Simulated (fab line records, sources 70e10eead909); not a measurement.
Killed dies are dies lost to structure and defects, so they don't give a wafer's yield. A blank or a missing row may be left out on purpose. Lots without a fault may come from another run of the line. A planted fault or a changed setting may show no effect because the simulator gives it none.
Chamber matching | flow nand_harc | NHARC_P_CONTACT_STRIP_28 on rie_diel-05: 4 sister chambers
The step strips in O2. 4 wafers are shown with their chamber, then 8 later ones without.

WAFERS WITH THEIR CHAMBER
wafer  | chamber | drypump_motor_current_A (A)
L100.1 | 1       | 4.9
L100.3 | 3       | 5.6
L100.4 | 0       | 6.4
L101.1 | 2       | 5.5

WAFERS WITHOUT THEIR CHAMBER
wafer  | drypump_motor_current_A (A)
L101.4 | 4.9
L101.5 | 4.9
L102.2 | 5.5
L102.3 | 5.6
L102.5 | 4.9
L103.2 | 4.9
L103.4 | 6.3
L103.5 | 4.9

WHICH CHAMBER EACH WENT THROUGH
wafer  | from the rows above | in truth
L101.4 | 1                   | 1
L101.5 | 1                   | 1
L102.2 | 2                   | 2
L102.3 | 3                   | 3
L102.5 | 1                   | 1
L103.2 | 1                   | 1
L103.4 | 0                   | 0
L103.5 | 1                   | 1
Placed correctly: 8 of 8. Can't be placed from these rows: 0. Placed wrongly: 0.
How it was worked out, from the rows above alone: a wafer's distance from a chamber is the root of the sum, over the readings, of the square of ((its reading less the chamber's mean) divided by the reading's scatter). The wafer belongs to the nearest chamber; if the next one is less than 2 further off, it can't be placed. A chamber's mean is the mean of its shown wafers. The scatter: with one shown wafer a chamber, the root of the mean of the squares of how far each hidden wafer lies from its nearest shown one.
